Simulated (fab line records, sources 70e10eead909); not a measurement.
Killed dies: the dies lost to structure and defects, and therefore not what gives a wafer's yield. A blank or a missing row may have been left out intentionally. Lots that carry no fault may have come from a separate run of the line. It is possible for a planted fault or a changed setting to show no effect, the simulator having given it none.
Chamber matching | flow nand harc | rie si-05 running NHARC_A_ZERO_WELL_ETCH_13: 4 sister chambers
The step etches the open film in HBr/Cl2, target depth 120 nm, time 40.1 s. 4 wafers are shown with their chamber, then 7 later ones without.

## WAFERS, EACH WITH ITS CHAMBER
wafer  | chamber | rf fwd power W (W)
L683.6 | 2       | 392.6
L697.5 | 0       | 396.3
L699.1 | 1       | 396.6
L699.2 | 3       | 393.5

## WAFERS MISSING THEIR CHAMBER
wafer  | rf fwd power W (W)
L699.3 | 394.6
L701.3 | 395.2
L701.5 | 396.8
L701.6 | 392.7
L703.1 | 395.3
L703.2 | 393.9
L703.5 | 392.4

## WHICH CHAMBER EACH ONE RAN IN
wafer  | from the rows above               | in truth
L699.3 | can't be placed: 3 or 0 or 1 or 2 | 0
L701.3 | can't be placed: 0 or 1 or 3      | 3
L701.5 | can't be placed: 1 or 0           | 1
L701.6 | can't be placed: 2 or 3           | 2
L703.1 | can't be placed: 0 or 1 or 3      | 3
L703.2 | can't be placed: 3 or 2           | 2
L703.5 | can't be placed: 2 or 3           | 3
Placed correctly: 0 of 7. From these rows, 7 cannot be placed; in 7 the true chamber is one of the candidates. Number placed wrongly: 0.
How it was worked out, from the rows above alone: a wafer's distance from a chamber is the root of the sum, over the readings, of the square of ((its reading less the chamber's mean) divided by the reading's scatter). The wafer belongs to the nearest chamber; if the next one is less than 2 further off, it can't be placed. A chamber's mean is the mean of its shown wafers. The scatter: root of mean squared gap, hidden wafer to nearest shown wafer, with one shown wafer a chamber.
